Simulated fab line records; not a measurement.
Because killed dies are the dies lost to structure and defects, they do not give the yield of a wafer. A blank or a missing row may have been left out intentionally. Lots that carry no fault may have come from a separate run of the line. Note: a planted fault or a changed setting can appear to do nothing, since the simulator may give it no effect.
Chamber matching	flow nandHarc	rieDiel-01 running NHARC_A_CHANNEL_HOLE_D1_ETCH_44: 4 sister chambers
The step etches the open film in CF4/O2, target depth 140 nm, overetch 14 nm, time 77 s. 8 wafers are shown with their chamber, then 9 later ones without.

== WAFERS PAIRED WITH THEIR CHAMBERS ==
wafer	chamber	showerheadPlenumPTorr (Torr)	drypumpMotorCurrentA (A)
L076.3	3	1.32	5.9
L082.6	0	1.37	6.7
L085.2	0	1.37	6.7
L085.3	1	1.32	6.3
L085.4	2	1.28	6.2
L086.1	1	1.31	6.2
L086.3	3	1.32	5.9
L086.4	2	1.28	6.2

== WAFERS WITH NO CHAMBER GIVEN ==
wafer	showerheadPlenumPTorr (Torr)	drypumpMotorCurrentA (A)
L093.2	1.31	6.2
L093.3	1.32	5.9
L093.5	1.28	6.2
L096.3	1.37	6.7
L096.5	1.31	6.2
L096.6	1.37	6.7
L097.2	1.32	5.9
L097.5	1.28	6.2
L097.6	1.31	6.3

== CHAMBER TAKEN BY EACH ==
wafer	from the rows above	in truth
L093.2	1	1
L093.3	3	3
L093.5	2	2
L096.3	0	0
L096.5	1	1
L096.6	0	0
L097.2	3	3
L097.5	2	2
L097.6	1	1
9 of 9 placed correctly. Not placeable from these rows: 0. 0 placed wrongly.
How it was worked out, from the rows above alone: a wafer's distance from a chamber is the root of the sum, over the readings, of the square of ((its reading less the chamber's mean) divided by the reading's scatter). If the next closest chamber is less than 2 further off than the closest, the wafer can't be placed; otherwise it belongs to the closest. For every chamber, the mean is computed from those of its wafers that are shown. The scatter: take each reading less its chamber's mean, square it, sum over the shown wafers, divide by the number of wafers less the number of chambers, and take the root.
